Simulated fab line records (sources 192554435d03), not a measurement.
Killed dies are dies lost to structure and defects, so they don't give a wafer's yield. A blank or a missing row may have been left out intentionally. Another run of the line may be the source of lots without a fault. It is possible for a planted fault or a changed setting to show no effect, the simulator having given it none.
The tool behind it: which one? || flow n5-finfet || 13 lots with 38 wafers sampled at 4 steps, on a route of 1938 steps

WHAT THE GAUGES READ, wafer by wafer
N5_BEOL_M8_RS_MEAS_57: the measuring method here is four-point-probe. Usual: for M8_RS the level is 0.293 ohm/sq and the standard deviation is 0.011.
{"lot": "L550", "measured": "day 9 22:22", "on": "film-metro-01", "M8_RS (ohm/sq)": "0.306 0.292 0.274", "flag": ""}
{"lot": "L551", "measured": "day 9 23:34", "on": "film-metro-02", "M8_RS (ohm/sq)": "0.302 0.297 0.316", "flag": ""}
{"lot": "L552", "measured": "day 10 18:20", "on": "film-metro-01", "M8_RS (ohm/sq)": "0.284 0.270 0.285", "flag": ""}
{"lot": "L553", "measured": "day 10 20:00", "on": "film-metro-02", "M8_RS (ohm/sq)": "0.305 0.287 0.282", "flag": ""}
{"lot": "L554", "measured": "day 10 21:10", "on": "film-metro-01", "M8_RS (ohm/sq)": "0.297 0.284 0.305", "flag": ""}
{"lot": "L562", "measured": "day 13 04:47", "on": "film-metro-02", "M8_RS (ohm/sq)": "0.285 0.281 0.281", "flag": ""}
{"lot": "L564", "measured": "day 13 15:10", "on": "film-metro-02", "M8_RS (ohm/sq)": "0.291 0.298 0.309", "flag": ""}
{"lot": "L565", "measured": "day 14 01:43", "on": "film-metro-01", "M8_RS (ohm/sq)": "0.299 0.289 0.298", "flag": ""}
{"lot": "L566", "measured": "day 14 03:40", "on": "film-metro-02", "M8_RS (ohm/sq)": "0.297 0.282 0.289", "flag": ""}
{"lot": "L567", "measured": "day 14 12:27", "on": "film-metro-02", "M8_RS (ohm/sq)": "0.301 0.301", "flag": ""}
{"lot": "L569", "measured": "day 14 22:35", "on": "film-metro-02", "M8_RS (ohm/sq)": "0.296 0.289 0.297", "flag": ""}
{"lot": "L572", "measured": "day 15 13:09", "on": "film-metro-01", "M8_RS (ohm/sq)": "0.298 0.316 0.286", "flag": ""}
{"lot": "L571", "measured": "day 15 13:20", "on": "film-metro-02", "M8_RS (ohm/sq)": "0.292 0.297 0.290", "flag": ""}

N5_BEOL_M9_CD_MEAS_11: target cd 64.1 nm. Usual: cd-nm at 63.8 nm, with a standard deviation of 0.68.
{"lot": "L550", "measured": "day 10 00:54", "on": "cd-sem-02", "cd-nm (nm)": "64.1 63.6 64.8", "flag": ""}
{"lot": "L551", "measured": "day 10 01:45", "on": "cd-sem-03", "cd-nm (nm)": "64.0 61.9 64.0", "flag": ""}
{"lot": "L552", "measured": "day 10 19:51", "on": "cd-sem-03", "cd-nm (nm)": "63.7 63.8 63.9", "flag": ""}
{"lot": "L553", "measured": "day 10 23:22", "on": "cd-sem-02", "cd-nm (nm)": "64.7 64.7 63.1", "flag": ""}
{"lot": "L554", "measured": "day 11 00:08", "on": "cd-sem-03", "cd-nm (nm)": "64.1 63.0 63.4", "flag": ""}
{"lot": "L562", "measured": "day 13 09:34", "on": "cd-sem-03", "cd-nm (nm)": "64.1 64.1 64.0", "flag": ""}
{"lot": "L564", "measured": "day 13 18:52", "on": "cd-sem-01", "cd-nm (nm)": "63.2 63.4 62.2", "flag": ""}
{"lot": "L565", "measured": "day 14 05:06", "on": "cd-sem-02", "cd-nm (nm)": "63.2 64.2 64.2", "flag": ""}
{"lot": "L566", "measured": "day 14 07:05", "on": "cd-sem-02", "cd-nm (nm)": "65.1 63.8 64.3", "flag": ""}
{"lot": "L567", "measured": "day 14 16:25", "on": "cd-sem-02", "cd-nm (nm)": "62.4 63.6", "flag": ""}
{"lot": "L569", "measured": "day 15 02:00", "on": "cd-sem-03", "cd-nm (nm)": "63.8 63.9 64.4", "flag": ""}
{"lot": "L572", "measured": "day 15 15:04", "on": "cd-sem-03", "cd-nm (nm)": "63.4 63.5 62.9", "flag": ""}
{"lot": "L571", "measured": "day 15 15:26", "on": "cd-sem-03", "cd-nm (nm)": "64.2 62.6 64.3", "flag": ""}

EACH LOT AND THE TOOL THAT RAN IT (in order: tool; ch and the chambers of the sampled wafers; start)
{"lot": "L550", "N5_BEOL_M8_SPUTTER_48": "pvd-sputter-01, day 9 20:58", "N5_BEOL_M9_COAT_59": "litho-track-03 ch 0, day 10 00:40"}
{"lot": "L551", "N5_BEOL_M8_SPUTTER_48": "pvd-sputter-01, day 9 22:04", "N5_BEOL_M9_COAT_59": "litho-track-04 ch 0, day 10 01:23"}
{"lot": "L552", "N5_BEOL_M8_SPUTTER_48": "pvd-sputter-03, day 10 17:05", "N5_BEOL_M9_COAT_59": "litho-track-04 ch 0, day 10 19:29"}
{"lot": "L553", "N5_BEOL_M8_SPUTTER_48": "pvd-sputter-02, day 10 18:55", "N5_BEOL_M9_COAT_59": "litho-track-04 ch 0, day 10 22:59"}
{"lot": "L554", "N5_BEOL_M8_SPUTTER_48": "pvd-sputter-02, day 10 20:10", "N5_BEOL_M9_COAT_59": "litho-track-03 ch 0, day 10 23:45"}
{"lot": "L562", "N5_BEOL_M8_SPUTTER_48": "pvd-sputter-01, day 13 03:50", "N5_BEOL_M9_COAT_59": "litho-track-01 ch 0, day 13 09:12"}
{"lot": "L564", "N5_BEOL_M8_SPUTTER_48": "pvd-sputter-03, day 13 14:08", "N5_BEOL_M9_COAT_59": "litho-track-03 ch 0, day 13 18:30"}
{"lot": "L565", "N5_BEOL_M8_SPUTTER_48": "pvd-sputter-02, day 14 00:02", "N5_BEOL_M9_COAT_59": "litho-track-01 ch 0, day 14 04:52"}
{"lot": "L566", "N5_BEOL_M8_SPUTTER_48": "pvd-sputter-02, day 14 02:33", "N5_BEOL_M9_COAT_59": "litho-track-04 ch 0, day 14 06:50"}
{"lot": "L567", "N5_BEOL_M8_SPUTTER_48": "pvd-sputter-01, day 14 11:20", "N5_BEOL_M9_COAT_59": "litho-track-01 ch 0, day 14 16:03"}
{"lot": "L569", "N5_BEOL_M8_SPUTTER_48": "pvd-sputter-03, day 14 21:39", "N5_BEOL_M9_COAT_59": "litho-track-01 ch 0, day 15 01:46"}
{"lot": "L572", "N5_BEOL_M8_SPUTTER_48": "pvd-sputter-03, day 15 11:50", "N5_BEOL_M9_COAT_59": "litho-track-03 ch 0, day 15 14:49"}
{"lot": "L571", "N5_BEOL_M8_SPUTTER_48": "pvd-sputter-03, day 15 11:55", "N5_BEOL_M9_COAT_59": "litho-track-04 ch 0, day 15 15:04"}
- N5_BEOL_M8_SPUTTER_48: material Cu, target thk 10 nm, time 1.667 s.
- N5_BEOL_M9_COAT_59: time 60 s, resist thk 100 nm.

WHAT THE TOOLS THEMSELVES READ (means of the sampled wafers that have a number; where no wafer has one, the mark that the record gives instead)
N5_BEOL_M8_SPUTTER_48. Usual: bias-v 60.0 V, standard deviation 0.62; chuck-gas-flow-sccm 1.27 sccm, standard deviation 0.055; throttle-valve-pct 29.9 %, standard deviation 1.
{"lot": "L550", "tool": "pvd-sputter-01", "bias-v (V)": 60.1, "chuck-gas-flow-sccm (sccm)": 1.27, "throttle-valve-pct (%)": 30.3, "flag": ""}
{"lot": "L551", "tool": "pvd-sputter-01", "bias-v (V)": 59.5, "chuck-gas-flow-sccm (sccm)": 1.29, "throttle-valve-pct (%)": 30.1, "flag": ""}
{"lot": "L552", "tool": "pvd-sputter-03", "bias-v (V)": 60.4, "chuck-gas-flow-sccm (sccm)": 1.30, "throttle-valve-pct (%)": 29.6, "flag": ""}
{"lot": "L553", "tool": "pvd-sputter-02", "bias-v (V)": 60.1, "chuck-gas-flow-sccm (sccm)": 1.28, "throttle-valve-pct (%)": 29.5, "flag": ""}
{"lot": "L554", "tool": "pvd-sputter-02", "bias-v (V)": 60.5, "chuck-gas-flow-sccm (sccm)": 1.28, "throttle-valve-pct (%)": 29.5, "flag": ""}
{"lot": "L562", "tool": "pvd-sputter-01", "bias-v (V)": 60.2, "chuck-gas-flow-sccm (sccm)": 1.31, "throttle-valve-pct (%)": 30.1, "flag": ""}
{"lot": "L564", "tool": "pvd-sputter-03", "bias-v (V)": 59.9, "chuck-gas-flow-sccm (sccm)": 1.22, "throttle-valve-pct (%)": 29.0, "flag": ""}
{"lot": "L565", "tool": "pvd-sputter-02", "bias-v (V)": 59.7, "chuck-gas-flow-sccm (sccm)": 1.28, "throttle-valve-pct (%)": 30.2, "flag": ""}
{"lot": "L566", "tool": "pvd-sputter-02", "bias-v (V)": 59.7, "chuck-gas-flow-sccm (sccm)": 1.22, "throttle-valve-pct (%)": 29.0, "flag": ""}
{"lot": "L567", "tool": "pvd-sputter-01", "bias-v (V)": 59.8, "chuck-gas-flow-sccm (sccm)": 1.21, "throttle-valve-pct (%)": 29.4, "flag": ""}
{"lot": "L569", "tool": "pvd-sputter-03", "bias-v (V)": 59.8, "chuck-gas-flow-sccm (sccm)": 1.27, "throttle-valve-pct (%)": 29.4, "flag": ""}
{"lot": "L572", "tool": "pvd-sputter-03", "bias-v (V)": 60.1, "chuck-gas-flow-sccm (sccm)": 1.33, "throttle-valve-pct (%)": 29.2, "flag": ""}
{"lot": "L571", "tool": "pvd-sputter-03", "bias-v (V)": 60.1, "chuck-gas-flow-sccm (sccm)": 1.27, "throttle-valve-pct (%)": 29.5, "flag": ""}

N5_BEOL_M9_COAT_59. Usual: chill-plate-temp-C 23.01 C, standard deviation 0.12; spin-speed-rpm 1499.9 rpm, standard deviation 0.86.
{"lot": "L550", "tool": "litho-track-03", "chill-plate-temp-C (C)": 22.83, "spin-speed-rpm (rpm)": 1499.9, "flag": ""}
{"lot": "L551", "tool": "litho-track-04", "chill-plate-temp-C (C)": 23.07, "spin-speed-rpm (rpm)": 1499.6, "flag": ""}
{"lot": "L552", "tool": "litho-track-04", "chill-plate-temp-C (C)": 22.92, "spin-speed-rpm (rpm)": 1700.8, "flag": "OFF"}
{"lot": "L553", "tool": "litho-track-04", "chill-plate-temp-C (C)": 23.13, "spin-speed-rpm (rpm)": 1700.9, "flag": "OFF"}
{"lot": "L554", "tool": "litho-track-03", "chill-plate-temp-C (C)": 23.01, "spin-speed-rpm (rpm)": 1500.4, "flag": ""}
{"lot": "L562", "tool": "litho-track-01", "chill-plate-temp-C (C)": 23.03, "spin-speed-rpm (rpm)": 1499.7, "flag": ""}
{"lot": "L564", "tool": "litho-track-03", "chill-plate-temp-C (C)": 23.05, "spin-speed-rpm (rpm)": 1498.3, "flag": ""}
{"lot": "L565", "tool": "litho-track-01", "chill-plate-temp-C (C)": 22.89, "spin-speed-rpm (rpm)": 1500.0, "flag": ""}
{"lot": "L566", "tool": "litho-track-04", "chill-plate-temp-C (C)": 23.11, "spin-speed-rpm (rpm)": 1499.9, "flag": ""}
{"lot": "L567", "tool": "litho-track-01", "chill-plate-temp-C (C)": 23.07, "spin-speed-rpm (rpm)": 1499.9, "flag": ""}
{"lot": "L569", "tool": "litho-track-01", "chill-plate-temp-C (C)": 22.84, "spin-speed-rpm (rpm)": 1500.6, "flag": ""}
{"lot": "L572", "tool": "litho-track-03", "chill-plate-temp-C (C)": 22.96, "spin-speed-rpm (rpm)": 1499.7, "flag": ""}
{"lot": "L571", "tool": "litho-track-04", "chill-plate-temp-C (C)": 23.09, "spin-speed-rpm (rpm)": 1499.6, "flag": ""}

THE ANSWER, worked out from the rows above alone
Rule: take the mean of a lot's wafers that have a number; if it is more than 3 standard deviations from the usual mean, the lot is off. Also off: a lot with no number at a reading for which 4 or more lots have one. The other lots that the step has rows for count as sound. First the gauges in route order, then the tools' own readings, where a lot's mean is used as printed above. At the first step where some lot is off, the reading lying furthest off is the one used; lots without a number count as furthest.
Off: L552, L553, at N5_BEOL_M9_COAT_59 (spin-speed-rpm).
A tool fits if, at that step or a process step before it, it ran every lot that is off, and no sound lot after the first of them. Not one of the candidates tried fits.

WHAT HAD BEEN PUT IN BY THE SIMULATOR
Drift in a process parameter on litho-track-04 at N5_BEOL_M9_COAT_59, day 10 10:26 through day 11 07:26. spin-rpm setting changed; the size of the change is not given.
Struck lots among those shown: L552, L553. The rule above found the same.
